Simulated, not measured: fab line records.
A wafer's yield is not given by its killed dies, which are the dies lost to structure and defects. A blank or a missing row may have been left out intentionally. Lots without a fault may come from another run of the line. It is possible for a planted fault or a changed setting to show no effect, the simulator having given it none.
Matching of chambers	flow nand_harc	3 sister chambers for NHARC_P_M1_DEP_33 on pecvd-03
The step deposits SiCN, target thk 30 nm. 6 wafers are shown with their chamber, then 7 later ones without.

== EACH WAFER AND ITS CHAMBER ==
wafer	chamber	heater_power_w (W)
L087.6	1	648
L089.2	0	669
L089.4	0	659
L089.5	2	597
L090.1	2	653
L090.2	1	590

== WAFERS WHOSE CHAMBER IS MISSING ==
wafer	heater_power_w (W)
L090.3	602
L095.1	598
L095.4	556
L095.5	654
L096.4	675
L096.5	658
L096.6	619

== WHICH CHAMBER EACH WENT THROUGH ==
wafer	from the rows above	in truth
L090.3	can't be placed: 1 or 2 or 0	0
L095.1	can't be placed: 1 or 2 or 0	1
L095.4	can't be placed: 1 or 2 or 0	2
L095.5	can't be placed: 0 or 2 or 1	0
L096.4	can't be placed: 0 or 2 or 1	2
L096.5	can't be placed: 0 or 2 or 1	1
L096.6	can't be placed: 1 or 2 or 0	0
Correct placement for 0 of the 7. From these rows, 7 cannot be placed; in 7 the true chamber is one of the candidates. Wrongly placed: 0.
How it was worked out, from the rows above alone: a wafer's distance from a chamber is the root of the sum, over the readings, of the square of ((its reading less the chamber's mean) divided by the reading's scatter). If the next closest chamber is less than 2 further off than the closest, the wafer can't be placed; otherwise it belongs to the closest. A chamber's mean is the mean of its shown wafers. The scatter: the root of (the sum of the squares of (reading less its chamber's mean) over the shown wafers, divided by (wafers less chambers)).
